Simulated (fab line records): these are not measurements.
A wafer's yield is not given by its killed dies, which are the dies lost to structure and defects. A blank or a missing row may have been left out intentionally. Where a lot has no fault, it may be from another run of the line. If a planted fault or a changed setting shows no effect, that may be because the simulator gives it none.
The tool behind it: which one?    flow n5-finfet    14 lots, 42 wafers sampled, at 4 steps of a route of 1938

## WHAT THE GAUGES SHOWED, per wafer
N5_BEOL_M8_THK_MEAS_53: measures by xrf.
lot   measured      on             M8_THK (nm)
L560  day 10 02:05  film-metro-02  81.5 76.3 80.6
L561  day 10 12:13  film-metro-01  78.3 82.1 79.1
L566  day 10 20:44  film-metro-02  82.7 84.0 81.6
L565  day 10 22:11  film-metro-01  85.3 81.5 82.9
L564  day 11 00:05  film-metro-02  80.4 82.3 84.0
L563  day 11 06:28  film-metro-01  82.6 83.7 81.7
L569  day 12 03:25  film-metro-02  80.4 81.6 83.2
L570  day 12 19:40  film-metro-01  87.0 84.9 82.7
L572  day 12 21:20  film-metro-02  83.3 82.0 82.2
L576  day 13 09:25  film-metro-01  81.7 80.8 82.7
L575  day 13 14:37  film-metro-02  82.9 80.7 81.5
L577  day 14 10:27  film-metro-02  82.8 80.2 78.4
L579  day 14 17:15  film-metro-01  80.7 79.2 82.1
L582  day 15 14:55  film-metro-02  80.8 83.4 83.0

N5_BEOL_M8_INSPECT_58: inspects for defects (darkfield).
lot   measured      on                 raw-defect-count
L560  day 10 02:16  defect-inspect-02  42 35 55
L561  day 10 12:22  defect-inspect-01  95 109 52
L566  day 10 20:53  defect-inspect-01  83 55 108
L565  day 10 22:21  defect-inspect-02  51 86 84
L564  day 11 00:14  defect-inspect-02  82 100 61
L563  day 11 06:38  defect-inspect-01  59 96 96
L569  day 12 03:35  defect-inspect-01  41 60 110
L570  day 12 19:50  defect-inspect-01  103 92 81
L572  day 12 21:29  defect-inspect-01  84 71 103
L576  day 13 09:35  defect-inspect-01  80 111 106
L575  day 13 14:47  defect-inspect-02  86 54 81
L577  day 14 10:36  defect-inspect-02  108 121 71
L579  day 14 17:24  defect-inspect-01  83 58 68
L582  day 15 15:04  defect-inspect-02  93 97 62

N5_BEOL_M9_OVL_MEAS_12.
lot   measured      on          M9_OVL (nm)
L560  day 10 03:46  overlay-01  0.3 0.3 0.8
L561  day 10 14:34  overlay-02  -0.3 0.5 -0.6
L566  day 10 22:52  overlay-01  0.2 0.3 1.0
L565  day 11 00:43  overlay-01  -0.4 -0.5 -0.2
L564  day 11 02:00  overlay-01  1.1 0.7 -1.1
L563  day 11 08:15  overlay-01  0.6 1.7 0.8
L569  day 12 06:58  overlay-01  0.9 1.2 1.3
L570  day 12 22:41  overlay-02  0.0 -1.2 0.3
L572  day 13 00:15  overlay-02  -0.2 -0.1 0.5
L576  day 13 12:46  overlay-01  0.4 0.5 -0.6
L575  day 13 16:48  overlay-01  0.1 -0.1 -1.0
L577  day 14 12:53  overlay-02  - - -
L579  day 14 19:11  overlay-02  - - -
L582  day 15 17:11  overlay-01  0.9 0.3 0.4

## WHICH TOOL RAN EACH LOT (tool, then ch and the chambers of the sampled wafers, then the start)
lot   N5_BEOL_M9_DEVELOP_10
L560  litho-track-04 ch 0, day 10 03:40
L561  litho-track-04 ch 0, day 10 14:28
L566  litho-track-03 ch 0, day 10 22:47
L565  litho-track-04 ch 0, day 11 00:38
L564  litho-track-03 ch 0, day 11 01:55
L563  litho-track-03 ch 0, day 11 08:10
L569  litho-track-01 ch 0, day 12 06:53
L570  litho-track-01 ch 0, day 12 22:35
L572  litho-track-04 ch 0, day 13 00:10
L576  litho-track-04 ch 0, day 13 12:40
L575  litho-track-01 ch 0, day 13 16:43
L577  litho-track-03, day 14 12:47
L579  litho-track-04, day 14 19:06
L582  litho-track-01 ch 0, day 15 17:07
- N5_BEOL_M9_DEVELOP_10: develop time 30 s.

## AS READ BY THE TOOLS THEMSELVES (means over the sampled wafers that have a number; for cases with no such wafer, the mark the record gives instead)
N5_BEOL_M9_DEVELOP_10.
lot   tool            chill-plate-temp-C (C)  developer-temp-C (C)  exhaust-pa (Pa)
L560  litho-track-04  23.15                   22.90                 45.8
L561  litho-track-04  22.99                   23.15                 44.3
L566  litho-track-03  23.04                   23.05                 44.8
L565  litho-track-04  23.16                   23.06                 45.6
L564  litho-track-03  23.11                   22.95                 44.6
L563  litho-track-03  23.04                   22.92                 45.2
L569  litho-track-01  23.19                   23.04                 42.8
L570  litho-track-01  22.88                   22.95                 43.8
L572  litho-track-04  22.99                   22.89                 44.7
L576  litho-track-04  22.84                   23.03                 44.2
L575  litho-track-01  23.09                   23.08                 44.9
L577  litho-track-03  -                       -                     -
L579  litho-track-04  -                       -                     -
L582  litho-track-01  22.99                   22.91                 44.8

## THE ANSWER, worked out from the rows above alone
Rule: what is usual is taken from the lots themselves. Put in order of their means at a reading, lots are off if they are a third of the lots or fewer, leave a main group of 4 or more, and stand apart from it by a gap of 3 or more times the standard deviation of the main group's means; of several such gaps the widest counts. If all means in a main group match to the digits the tables above print for the reading, that group is not used. A lot without any number at a reading at which 4 lots or more have one is off too. The other lots that the step has rows for count as sound. Order of review: gauges by route order, followed by the tools' own readings, for which a lot's mean as printed above is used. At the first step where some lot is off, the reading lying furthest off is the one used; lots without a number count as furthest.
Off: L577, L579, seen at N5_BEOL_M9_OVL_MEAS_12 (M9_OVL). Without a number there: L577, L579. For the main group the mean is 0.2 nm and the standard deviation 0.48.
If a tool, at a process step before that reading, ran all the lots that are off and no sound lot after the first of them, it fits. Not tried: the gauges at N5_BEOL_M9_OVL_MEAS_12; whatever is off there is also off at N5_BEOL_M9_DEVELOP_10, on other tools, and gauge error can't account for it. Of those tried, none fits.

## WHAT THE SIMULATOR PUT IN
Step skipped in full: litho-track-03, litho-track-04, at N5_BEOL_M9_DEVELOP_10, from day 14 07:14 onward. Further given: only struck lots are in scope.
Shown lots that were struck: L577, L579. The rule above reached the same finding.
